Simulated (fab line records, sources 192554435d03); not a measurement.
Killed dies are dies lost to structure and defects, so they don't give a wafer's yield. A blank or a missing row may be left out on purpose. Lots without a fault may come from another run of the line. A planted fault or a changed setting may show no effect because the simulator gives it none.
Which tool did it? | flow n5_finfet | 13 lots, 37 wafers sampled, at 5 steps of a route of 1938

WHAT THE GAUGES READ, wafer by wafer
The record holds no reading of a measuring or inspecting step that can be judged against a usual standard deviation.

WHICH TOOL RAN EACH LOT (tool, then ch and the chambers of the sampled wafers, then the start)
lot  | N5_HKMG_FIN_ALD_91                 | N5_HKMG_FIN_ALD_21                  | N5_HKMG_FIN_ALD_72            | N5_HKMG_FIN_W_FILL_22         | N5_PASSIVATION_PROBE_49
L256 | ald_metal-03 ch 2,3, day 4 04:13   | ald_metal-03 ch 0,3, day 4 06:22    | cvd_w-01 ch 0,1, day 4 06:43  | cvd_w-01 ch 0,1, day 4 06:47  | -
L257 | ald_metal-03 ch 1,3, day 4 11:34   | ald_metal-01 ch 0,1,2, day 4 13:43  | cvd_w-01 ch 0,1, day 4 14:04  | cvd_w-01 ch 0,1, day 4 14:08  | -
L260 | ald_metal-03 ch 0,1,3, day 5 02:29 | ald_metal-02 ch 0,2, day 5 04:40    | cvd_w-01 ch 0,1, day 5 05:02  | cvd_w-01 ch 0,1, day 5 05:05  | -
L262 | ald_metal-02 ch 0,2, day 5 20:58   | ald_metal-01 ch 0,1,3, day 5 23:13  | cvd_w-02 ch 0,1, day 5 23:34  | cvd_w-02 ch 0,1, day 5 23:38  | -
L265 | ald_metal-02 ch 0,3, day 6 12:22   | ald_metal-01 ch 1,3, day 6 14:32    | cvd_w-02 ch 1, day 6 14:53    | cvd_w-02 ch 1, day 6 14:57    | -
L268 | ald_metal-01 ch 0,3, day 7 05:41   | ald_metal-01 ch 0,1, day 7 07:56    | cvd_w-02 ch 0,1, day 7 08:17  | cvd_w-02 ch 0,1, day 7 08:21  | prober-02, day 16 16:41
L271 | ald_metal-02 ch 1,2,3, day 8 00:20 | ald_metal-01 ch 0,2,3, day 8 02:34  | cvd_w-01 ch 0,1, day 8 02:57  | cvd_w-01 ch 0,1, day 8 03:00  | -
L270 | ald_metal-01 ch 1,3, day 8 01:08   | ald_metal-02 ch 0,2, day 8 03:17    | cvd_w-02 ch 1, day 8 03:38    | cvd_w-02 ch 1, day 8 03:43    | -
L274 | ald_metal-01 ch 0,3, day 8 16:00   | ald_metal-03 ch 1,2, day 8 18:27    | cvd_w-02 ch 1, day 8 18:50    | cvd_w-02 ch 1, day 8 18:53    | -
L276 | ald_metal-01 ch 1,2, day 9 04:57   | ald_metal-03 ch 0,1,2, day 9 07:10  | cvd_w-01 ch 0,1, day 9 07:31  | cvd_w-01 ch 0,1, day 9 07:35  | -
L277 | ald_metal-01 ch 0,2, day 9 12:18   | ald_metal-02 ch 1,3, day 9 14:47    | cvd_w-01 ch 1, day 9 15:09    | cvd_w-01 ch 1, day 9 15:13    | -
L278 | ald_metal-01 ch 0,2, day 9 18:25   | ald_metal-01 ch 0,1,2, day 9 20:44  | cvd_w-01 ch 0, day 9 21:06    | cvd_w-01 ch 0, day 9 21:10    | -
L279 | ald_metal-01 ch 0,2, day 10 17:50  | ald_metal-01 ch 0,1,2, day 10 20:15 | cvd_w-01 ch 0,1, day 10 20:37 | cvd_w-01 ch 0,1, day 10 20:41 | -
- N5_HKMG_FIN_ALD_91: deposits TiN, target thk 1 nm, pulse time 1 s, purge time 3 s.
- N5_HKMG_FIN_ALD_21: deposits TiN, target thk 1.5 nm, pulse time 1 s, purge time 3 s.
- N5_HKMG_FIN_ALD_72: deposits W, target thk 2 nm, pulse time 1 s, purge time 2 s.
- N5_HKMG_FIN_W_FILL_22: material W, target thk 60 nm, time 18.2 s.
- N5_PASSIVATION_PROBE_49

WHAT THE TOOLS THEMSELVES READ (means of the sampled wafers that have a number; where no wafer has one, the mark that the record gives instead)
N5_HKMG_FIN_ALD_91. Usual: heater_power_w 887 W, standard deviation 92; precursor_pulse_height_rel 0.999, standard deviation 0.018.
lot  | tool         | heater_power_w (W) | precursor_pulse_height_rel | flag
L256 | ald_metal-03 | 730                | 0.977                      |
L257 | ald_metal-03 | 813                | 0.991                      |
L260 | ald_metal-03 | 849                | 1.011                      |
L262 | ald_metal-02 | 1021               | 0.994                      |
L265 | ald_metal-02 | 996                | 0.989                      |
L268 | ald_metal-01 | 844                | 1.004                      |
L271 | ald_metal-02 | 964                | 1.002                      |
L270 | ald_metal-01 | 858                | 0.991                      |
L274 | ald_metal-01 | 844                | 1.002                      |
L276 | ald_metal-01 | 952                | 1.005                      |
L277 | ald_metal-01 | 951                | 0.991                      |
L278 | ald_metal-01 | 878                | 1.010                      |
L279 | ald_metal-01 | 944                | 0.994                      |

N5_HKMG_FIN_ALD_21. Usual: heater_power_w 883 W, standard deviation 89; precursor_pulse_height_rel 0.998, standard deviation 0.019.
lot  | tool         | heater_power_w (W) | precursor_pulse_height_rel | flag
L256 | ald_metal-03 | 825                | 0.998                      |
L257 | ald_metal-01 | 899                | 1.016                      |
L260 | ald_metal-02 | 991                | 0.998                      |
L262 | ald_metal-01 | 857                | 1.012                      |
L265 | ald_metal-01 | 843                | 0.995                      |
L268 | ald_metal-01 | 874                | 0.999                      |
L271 | ald_metal-01 | 878                | 0.996                      |
L270 | ald_metal-02 | 998                | 1.013                      |
L274 | ald_metal-03 | 813                | 1.002                      |
L276 | ald_metal-03 | 818                | 1.010                      |
L277 | ald_metal-02 | 925                | 0.985                      |
L278 | ald_metal-01 | 894                | 0.987                      |
L279 | ald_metal-01 | 898                | 1.004                      |

N5_HKMG_FIN_ALD_72. Usual: heater_power_w 472 W, standard deviation 45; precursor_pulse_height_rel 0.999, standard deviation 0.019.
lot  | tool     | heater_power_w (W) | precursor_pulse_height_rel | flag
L256 | cvd_w-01 | 486                | 0.999                      |
L257 | cvd_w-01 | 488                | 1.016                      |
L260 | cvd_w-01 | 482                | 1.001                      |
L262 | cvd_w-02 | 409                | 0.977                      |
L265 | cvd_w-02 | 353                | 0.976                      |
L268 | cvd_w-02 | 400                | 1.010                      |
L271 | cvd_w-01 | 479                | 1.012                      |
L270 | cvd_w-02 | 358                | 0.996                      |
L274 | cvd_w-02 | 362                | 1.022                      |
L276 | cvd_w-01 | 497                | 0.982                      |
L277 | cvd_w-01 | 480                | 1.003                      |
L278 | cvd_w-01 | 496                | 1.017                      |
L279 | cvd_w-01 | 485                | 0.990                      |

N5_HKMG_FIN_W_FILL_22. Usual: heater_power_w 843 W, standard deviation 79; throttle_valve_pct 19.3 %, standard deviation 0.68.
lot  | tool     | heater_power_w (W) | throttle_valve_pct (%) | flag
L256 | cvd_w-01 | 864                | 19.8                   |
L257 | cvd_w-01 | 865                | 19.6                   |
L260 | cvd_w-01 | 875                | 19.4                   |
L262 | cvd_w-02 | 731                | 18.6                   |
L265 | cvd_w-02 | 642                | 18.8                   |
L268 | cvd_w-02 | 724                | 18.6                   |
L271 | cvd_w-01 | 867                | 19.8                   |
L270 | cvd_w-02 | 630                | 18.9                   |
L274 | cvd_w-02 | 638                | 18.9                   |
L276 | cvd_w-01 | 864                | 19.5                   |
L277 | cvd_w-01 | 863                | 20.0                   |
L278 | cvd_w-01 | 869                | 19.3                   |
L279 | cvd_w-01 | 879                | 19.5                   |

N5_PASSIVATION_PROBE_49. Usual: killed_at_M0_to_M3 36, standard deviation 11; killed_at_M4_up 14, standard deviation 5.6; killed_at_contacts 11, standard deviation 5.6; killed_at_front_end 40, standard deviation 12; killed_at_other 4, standard deviation 3.2; killed_dies 105, standard deviation 17; killed_open 69, standard deviation 12; killed_short 34, standard deviation 8.4.
lot  | tool      | killed_at_M0_to_M3 | killed_at_M4_up | killed_at_contacts | killed_at_front_end | killed_at_other | killed_dies | killed_open | killed_short | flag
L268 | prober-02 | 30                 | 12              | 11                 | 41                  | 5               | 100         | 64          | 33           |

THE ANSWER, worked out from the rows above alone
Rule: a lot is off if the mean of its wafers that have a number lies more than 3 standard deviations from the usual mean. A lot without any number at a reading at which 4 lots or more have one is off too. The other lots that the step has rows for count as sound. The gauges are gone through in route order, then the tools' own readings, and for those a lot's mean is taken as printed above. The first step at which some lot is off is used, and at that step the reading that is off furthest; a lot without a number counts as furthest.
No lot is off at any reading shown: from this, nothing can be told.

WHAT THE SIMULATOR HAD PUT IN
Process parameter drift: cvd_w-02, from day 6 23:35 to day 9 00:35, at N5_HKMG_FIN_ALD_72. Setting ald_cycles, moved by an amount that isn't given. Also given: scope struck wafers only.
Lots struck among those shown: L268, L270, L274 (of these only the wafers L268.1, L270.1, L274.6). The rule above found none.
